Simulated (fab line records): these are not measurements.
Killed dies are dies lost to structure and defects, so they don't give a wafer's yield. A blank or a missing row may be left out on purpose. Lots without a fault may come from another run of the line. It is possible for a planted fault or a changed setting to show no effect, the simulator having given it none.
Split-lot trial    flow n5-finfet    route with 1938 steps; 7 lots, 21 wafers read

## ON THE SPLIT
At N5_ZERO_LAYER_PECVD_02 (deposits SiO2 from SiH4/N2O, target thk 10 nm, time 6 s), the setting time-s was moved away from the recipe's 6 s on 6 of the 21 wafers read, by -13.9% to +14.4%. This setting was run at the recipe's value on the other wafers.

The reading is taken at the split's own step.

## THE READING
SiO2_of_ZERO_LAYER_PECVD_02.thk-nm (the simulator's own value, which no gauge read), in nm, at N5_ZERO_LAYER_PECVD_02 (deposits SiO2 from SiH4/N2O, target thk 10 nm, time 6 s). The file gives no usual value for it. Across the 15 wafers here that went through the recipe, the average is 10.065 nm and the standard deviation 0.14 nm.

wafer   tool, chamber at the split  time-s as run, s  against the recipe  SiO2_of_ZERO_LAYER_PECVD_02.thk-nm, nm  against lot-mates on the recipe
L079.1  pecvd-01, 0                 6                 recipe              9.821                                   -
L079.3  pecvd-01, 1                 6.865             +14.4%              11.38                                   +1.559
L079.6  pecvd-01, 2                 6.865             +14.4%              11.46                                   +1.639
L080.1  pecvd-03, 0                 6                 recipe              10.13                                   -
L080.3  pecvd-03, 1                 6                 recipe              10.25                                   -
L080.5  pecvd-03, 1                 6.485             +8.1%               11.02                                   +0.830
L090.2  pecvd-04, 1                 6                 recipe              10.02                                   -
L090.3  pecvd-04, 0                 6                 recipe              9.911                                   -
L090.4  pecvd-04, 0                 5.169             -13.9%              8.76                                    -1.205
L093.1  pecvd-04, 0                 6                 recipe              9.926                                   -
L093.2  pecvd-04, 1                 6                 recipe              10.13                                   -
L093.4  pecvd-04, 0                 6                 recipe              10.1                                    -
L095.3  pecvd-04, 2                 6                 recipe              9.954                                   -
L095.5  pecvd-04, 2                 6                 recipe              10.26                                   -
L095.6  pecvd-04, 0                 6                 recipe              10.18                                   -
L096.1  pecvd-01, 0                 6                 recipe              9.95                                    -
L096.3  pecvd-01, 1                 6.757             +12.6%              11.1                                    +0.990
L096.5  pecvd-01, 2                 6                 recipe              10.27                                   -
L097.3  pecvd-03, 1                 6.535             +8.9%               11.03                                   +0.992
L097.5  pecvd-03, 0                 6                 recipe              10.1                                    -
L097.6  pecvd-03, 2                 6                 recipe              9.977                                   -

THE FIT
A straight line over all 21 wafers: SiO2_of_ZERO_LAYER_PECVD_02.thk-nm changes by +0.0946 nm for each +1% of time-s; r = +0.98; the points scatter about the line by 0.14 nm.
The same after taking each lot's own level away (the mean of its wafers on the recipe; 21 wafers): +0.0987 nm for each +1%; r = +0.98; scatter 0.13 nm.
That fit puts the effect of the largest move of time-s on the reading at 1.4 nm.
Across the lots, their own levels run from 9.8210 to 10.1900 nm, a range of 2.7 times the standard deviation given above.
So the lot-to-lot level changes the slope little: the two slopes agree.
Check: +1.41 nm against its lot-mates is what the line predicts for one of the wafers moved furthest among these (+14.4%) when that wafer is left out of the fit. Against them it came out at +1.56 nm.

## FILE'S OWN FIT
SiO2_of_ZERO_LAYER_PECVD_02.thk-nm changes by +0.0963 nm for each +1% of time-s, r = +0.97.
